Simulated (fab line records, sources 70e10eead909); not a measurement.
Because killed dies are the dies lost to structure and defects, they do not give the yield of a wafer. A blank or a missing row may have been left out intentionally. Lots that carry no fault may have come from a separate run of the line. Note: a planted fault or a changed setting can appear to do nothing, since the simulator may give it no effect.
Which tool was responsible? -- flow nand-harc -- 11 lots with 33 wafers sampled at 5 steps, on a route of 1302 steps

== WHAT EACH GAUGE READ, for each wafer ==
NHARC_END_SORT_01. Usual: defect-limited-yield 90.6 % (standard deviation 2.3); killed-at-array 59 (standard deviation 16); killed-at-other 0.8 (standard deviation 1.1); killed-at-periphery 3.6 (standard deviation 2.4); killed-dies 64 (standard deviation 16); killed-open 3.4 (standard deviation 1.8); killed-short 2.5 (standard deviation 1.6).
lot,measured,on,defect-limited-yield (%),killed-at-array,killed-at-other,killed-at-periphery,killed-dies,killed-open,killed-short,flag
L111,day 29 18:06,prober-02,0 0 0,64 60 52,1 3 0,612 614 625,677 677 677,5 2 3,1 1 0,OFF
L112,day 30 02:42,prober-02,0 0 0,67 67 61,0 0 1,610 610 615,677 677 677,6 5 0,0 4 2,OFF
L123,day 33 13:08,prober-02,91.1 91.4 92.5,48 50 44,2 4 2,10 4 5,60 58 51,2 4 1,2 1 1,

== WHAT TOOL EACH LOT RAN ON (gives the tool, then ch and the chambers of the sampled wafers, and finally the start) ==
lot,NHARC_P_M0_DESCUM_14,NHARC_P_M1_ETCH_35,NHARC_P_M1_PRE_CLEAN_30,NHARC_P_M1_PVD_20
L103,"rie-diel-02 ch 0,2, day 6 12:53","rie-diel-09 ch 0,1, day 6 17:35","pvd-sputter-01, no start","pvd-sputter-01, no start"
L111,"rie-diel-02 ch 0,1,2, day 10 11:52","rie-diel-09 ch 0,1,3, day 10 16:01","pvd-sputter-03, day 29 18:06 or earlier","pvd-sputter-03, day 29 18:06 or earlier"
L112,"rie-diel-02 ch 0,2, day 10 14:53","rie-diel-09 ch 1,2, day 10 19:37","pvd-sputter-01, day 30 02:42 or earlier","pvd-sputter-01, day 30 02:42 or earlier"
L115,"rie-diel-03 ch 1,3, day 11 07:53","rie-diel-05 ch 0,1,3, day 11 12:23","pvd-sputter-02, no start","pvd-sputter-02, no start"
L116,"rie-diel-02 ch 2,3, day 12 07:56","rie-diel-05 ch 1,2, day 12 12:06","pvd-sputter-01, no start","pvd-sputter-01, no start"
L117,"rie-diel-10 ch 0,1,2, day 12 18:10","rie-diel-09 ch 0,1,2, day 12 22:13","pvd-sputter-01, no start","pvd-sputter-01, no start"
L118,"rie-diel-02 ch 0,3, day 12 23:43","rie-diel-09 ch 1,3, day 13 03:50","pvd-sputter-01, no start","pvd-sputter-01, no start"
L119,"rie-diel-10 ch 1,2,3, day 13 03:44","rie-diel-08 ch 2,3, day 13 07:52","pvd-sputter-02, no start","pvd-sputter-02, no start"
L121,"rie-diel-02 ch 0,1,2, day 13 22:47","rie-diel-09 ch 1,2,3, day 14 02:56","pvd-sputter-01, no start","pvd-sputter-01, no start"
L123,"rie-diel-02 ch 1,2,3, day 14 17:23","rie-diel-05 ch 1,2, day 14 21:31","pvd-sputter-02, day 33 13:08 or earlier","pvd-sputter-02, day 33 13:08 or earlier"
L125,"rie-diel-02 ch 0,1,2, day 15 18:11","rie-diel-09 ch 0,1,3, day 15 22:12","pvd-sputter-01, no start","pvd-sputter-01, no start"
- NHARC_P_M0_DESCUM_14: chemistry O2, time 3 s.
- NHARC_P_M1_ETCH_35: etches the open film in N2/H2, target depth 40 nm, overetch 12 nm, time 43.94 s.
- NHARC_P_M1_PRE_CLEAN_30: time 30 s.
- NHARC_P_M1_PVD_20: deposits TaN, target thk 5 nm, time 8.06 s.

== WHAT THE TOOLS THEMSELVES READ (means of the sampled wafers that have a number; where no wafer has one, the mark that the record gives instead) ==
NHARC_P_M0_DESCUM_14. Usual: drypump-motor-current-A 5.7 A, standard deviation 0.44; o2-flow-sccm 200.1 sccm, standard deviation 0.64; oes-product-au 0.999 a.u., standard deviation 0.0084; rf-vpp-V 57.8 V, standard deviation 0.89; showerhead-plenum-p-Torr 1.90 Torr, standard deviation 0.083; throttle-valve-pct 11.310 %, standard deviation 0.0093.
lot,tool,drypump-motor-current-A (A),o2-flow-sccm (sccm),oes-product-au (a.u.),rf-vpp-V (V),showerhead-plenum-p-Torr (Torr),throttle-valve-pct (%),flag
L103,rie-diel-02,5.6,200.4,0.999,57.0,1.85,11.313,
L111,rie-diel-02,5.7,200.1,1.001,57.7,1.92,11.309,
L112,rie-diel-02,5.3,200.2,0.999,58.6,1.88,11.323,
L115,rie-diel-03,5.9,199.9,1.001,57.6,1.89,11.310,
L116,rie-diel-02,5.8,199.9,0.999,57.3,1.89,11.307,
L117,rie-diel-10,5.4,200.5,0.999,58.1,1.87,11.321,
L118,rie-diel-02,5.9,200.4,0.996,57.5,1.83,11.310,
L119,rie-diel-10,5.5,199.7,1.002,58.2,1.84,11.304,
L121,rie-diel-02,5.7,200.5,0.990,58.0,1.91,11.305,
L123,rie-diel-02,5.8,199.2,0.985,58.9,1.93,11.314,
L125,rie-diel-02,5.7,200.3,1.000,58.3,1.91,11.313,

NHARC_P_M1_ETCH_35. Usual: bias-w 150.0 W, standard deviation 0.45; chamber-pressure-mTorr 30.001 mTorr, standard deviation 0.028; drypump-motor-current-A 5.7 A, standard deviation 0.51; n2-flow-sccm 150.0 sccm, standard deviation 0.44; oes-product-au 1.002 a.u., standard deviation 0.0093; rf-vpp-V 431.9 V, standard deviation 1.9; showerhead-plenum-p-Torr 2.09 Torr, standard deviation 0.071; throttle-valve-pct 14.170 %, standard deviation 0.0081.
lot,tool,bias-w (W),chamber-pressure-mTorr (mTorr),drypump-motor-current-A (A),n2-flow-sccm (sccm),oes-product-au (a.u.),rf-vpp-V (V),showerhead-plenum-p-Torr (Torr),throttle-valve-pct (%),flag
L103,rie-diel-09,150.1,29.975,6.0,150.0,1.001,430.7,2.05,14.174,
L111,rie-diel-09,-,-,-,-,-,-,-,-,OFF
L112,rie-diel-09,-,-,-,-,-,-,-,-,OFF
L115,rie-diel-05,150.1,29.973,5.2,149.9,1.003,431.2,2.06,14.170,
L116,rie-diel-05,150.3,30.012,6.1,149.9,1.008,433.0,2.17,14.162,
L117,rie-diel-09,149.9,29.994,6.1,150.1,1.001,432.6,2.08,14.171,
L118,rie-diel-09,150.2,30.035,5.5,149.6,1.006,433.9,2.11,14.165,
L119,rie-diel-08,149.7,30.015,5.9,150.1,1.013,430.8,2.06,14.168,
L121,rie-diel-09,150.0,30.010,5.8,149.5,1.001,432.6,2.12,14.169,
L123,rie-diel-05,150.1,30.013,6.1,149.9,1.017,433.6,2.17,14.167,
L125,rie-diel-09,149.3,29.994,5.8,150.2,1.005,431.7,2.08,14.172,

NHARC_P_M1_PRE_CLEAN_30. Usual: 430 W for heater-power-w, sd 41.
lot,tool,heater-power-w (W),flag
L103,pvd-sputter-01,445,
L111,pvd-sputter-03,391,
L112,pvd-sputter-01,423,
L115,pvd-sputter-02,481,
L116,pvd-sputter-01,411,
L117,pvd-sputter-01,390,
L118,pvd-sputter-01,411,
L119,pvd-sputter-02,461,
L121,pvd-sputter-01,444,
L123,pvd-sputter-02,436,
L125,pvd-sputter-01,448,

NHARC_P_M1_PVD_20. Usual: substrate-temp-c 49.99 C, standard deviation 0.13; throttle-valve-pct 30.4 %, standard deviation 0.7.
lot,tool,substrate-temp-c (C),throttle-valve-pct (%),flag
L103,pvd-sputter-01,50.09,30.5,
L111,pvd-sputter-03,50.00,30.2,
L112,pvd-sputter-01,50.00,30.2,
L115,pvd-sputter-02,50.03,30.2,
L116,pvd-sputter-01,50.09,29.7,
L117,pvd-sputter-01,49.94,30.6,
L118,pvd-sputter-01,49.89,30.1,
L119,pvd-sputter-02,50.05,30.7,
L121,pvd-sputter-01,49.91,30.4,
L123,pvd-sputter-02,49.91,30.8,
L125,pvd-sputter-01,49.95,30.6,

== THE ANSWER, worked out from the rows above alone ==
Rule: a lot is off if the mean of its wafers that have a number lies more than 3 standard deviations from the usual mean. Also off: a lot with no number at a reading for which 4 or more lots have one. All remaining lots with rows at the step are treated as sound. Order of review: gauges by route order, followed by the tools' own readings, for which a lot's mean as printed above is used. The first step at which some lot is off is used, and at that step the reading that is off furthest; a lot without a number counts as furthest.
Off, at NHARC_END_SORT_01 on killed-at-periphery: L111, L112. Neither off nor sound, because the step has no rows for them: L103, L115, L116, L117, L118, L119, L121, L125.
A tool fits if, at a process step before that reading, it ran every lot that is off, and no sound lot after the first of them. The gauges at NHARC_END_SORT_01 aren't tried: what is off there is off at NHARC_P_M1_ETCH_35 too, on other tools, and a gauge's error can't cause that. With no start given for some of its lots, NHARC_P_M1_PRE_CLEAN_30 uses the hours and lot order of NHARC_END_SORT_01. With no start given for some of its lots, NHARC_P_M1_PVD_20 uses the hours and lot order of NHARC_END_SORT_01. One fits: NHARC_P_M1_ETCH_35 on rie-diel-09. It ran no sound lot before its first lot that is off in this sample, so the start can't be narrowed down.

== WHAT HAD BEEN PUT IN BY THE SIMULATOR ==
Skipped step whole: rie-diel-09, from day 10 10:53 on, at NHARC_P_M1_ETCH_35. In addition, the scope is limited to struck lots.
Shown lots that were struck: L111, L112. The rule above reached the same finding.
